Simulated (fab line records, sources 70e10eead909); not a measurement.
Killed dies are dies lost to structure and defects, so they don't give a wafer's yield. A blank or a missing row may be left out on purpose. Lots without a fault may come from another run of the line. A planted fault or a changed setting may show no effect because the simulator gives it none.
Chamber matching | flow nand_harc | NHARC_P_GATE_DESCUM_61 on rie_diel-11: 4 sister chambers
The step chemistry O2, time 3 s. 8 wafers are shown with their chamber, then 12 later ones without.

WAFERS WITH THEIR CHAMBER
wafer  | chamber | showerhead_plenum_p_Torr (Torr) | oes_product_au (a.u.)
L084.1 | 1       | 2.02                            | 1.004
L084.6 | 2       | 1.79                            | 0.987
L086.2 | 0       | 1.95                            | 1.010
L086.3 | 1       | 2.01                            | 1.002
L086.4 | 2       | 1.79                            | 0.996
L088.1 | 0       | 1.95                            | 1.005
L088.2 | 3       | 1.97                            | 1.006
L088.6 | 3       | 1.97                            | 0.999

WAFERS WITHOUT THEIR CHAMBER
wafer  | showerhead_plenum_p_Torr (Torr) | oes_product_au (a.u.)
L089.1 | 1.95                            | 1.007
L089.2 | 1.97                            | 1.019
L089.5 | 1.79                            | 0.985
L090.1 | 2.01                            | 0.978
L090.3 | 1.97                            | 1.006
L090.6 | 2.01                            | 0.989
L093.4 | 1.78                            | 0.998
L093.5 | 1.78                            | 1.002
L093.6 | 1.97                            | 0.996
L095.1 | 1.94                            | 0.994
L095.2 | 2.01                            | 0.978
L095.4 | 1.97                            | 1.010

WHICH CHAMBER EACH WENT THROUGH
wafer  | from the rows above | in truth
L089.1 | 0                   | 0
L089.2 | 3                   | 3
L089.5 | 2                   | 2
L090.1 | 1                   | 1
L090.3 | 3                   | 3
L090.6 | 1                   | 1
L093.4 | 2                   | 2
L093.5 | 2                   | 2
L093.6 | 3                   | 3
L095.1 | 0                   | 0
L095.2 | 1                   | 1
L095.4 | 3                   | 3
Placed correctly: 12 of 12. Can't be placed from these rows: 0. Placed wrongly: 0.
How it was worked out, from the rows above alone: a wafer's distance from a chamber is the root of the sum, over the readings, of the square of ((its reading less the chamber's mean) divided by the reading's scatter). The wafer belongs to the nearest chamber; if the next one is less than 2 further off, it can't be placed. A chamber's mean is the mean of its shown wafers. The scatter: the root of (the sum of the squares of (reading less its chamber's mean) over the shown wafers, divided by (wafers less chambers)).
